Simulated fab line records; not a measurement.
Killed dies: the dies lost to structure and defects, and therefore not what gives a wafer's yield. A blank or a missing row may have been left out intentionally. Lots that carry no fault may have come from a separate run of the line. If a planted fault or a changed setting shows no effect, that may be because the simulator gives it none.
Matching of chambers | flow nand-harc | NHARC_A_ZERO_WELL_ETCH_19 on rie-diel-05: 4 sister chambers
The step etches the open film in N2/H2, target depth 80 nm, overetch 24 nm, time 87.88 s. 8 wafers are shown with their chamber, then 8 later ones without.

WAFERS PAIRED WITH THEIR CHAMBERS
wafer  | chamber | showerhead-plenum-p-Torr (Torr) | drypump-motor-current-A (A)
L074.2 | 0       | 2.16                            | 5.4
L081.5 | 3       | 1.91                            | 6.4
L084.4 | 0       | 2.16                            | 5.5
L084.5 | 1       | 2.01                            | 5.6
L086.2 | 1       | 2.01                            | 5.6
L086.5 | 3       | 1.90                            | 6.4
L086.6 | 2       | 1.95                            | 5.8
L088.2 | 2       | 1.95                            | 5.8

WAFERS WITHOUT THEIR CHAMBER
wafer  | showerhead-plenum-p-Torr (Torr) | drypump-motor-current-A (A)
L088.4 | 2.00                            | 5.6
L088.5 | 1.90                            | 6.4
L094.2 | 2.16                            | 5.5
L094.3 | 1.90                            | 6.5
L094.4 | 1.95                            | 5.8
L097.3 | 2.16                            | 5.5
L097.5 | 2.16                            | 5.5
L097.6 | 1.90                            | 6.4

WHICH CHAMBER EACH WENT THROUGH
wafer  | from the rows above | in truth
L088.4 | 1                   | 1
L088.5 | 3                   | 3
L094.2 | 0                   | 0
L094.3 | 3                   | 3
L094.4 | 2                   | 2
L097.3 | 0                   | 0
L097.5 | 0                   | 0
L097.6 | 3                   | 3
Correctly placed: 8 of 8. From these rows, 0 cannot be placed. Wrongly placed: 0.
How it was worked out, from the rows above alone: a wafer's distance from a chamber is the root of the sum, over the readings, of the square of ((its reading less the chamber's mean) divided by the reading's scatter). The wafer belongs to the nearest chamber; if the next one is less than 2 further off, it can't be placed. Each chamber's mean is taken over the wafers shown for it. How the scatter is found: for the shown wafers, subtract from each reading the mean of its chamber, square and add these, divide the total by (wafers less chambers), then take the root.
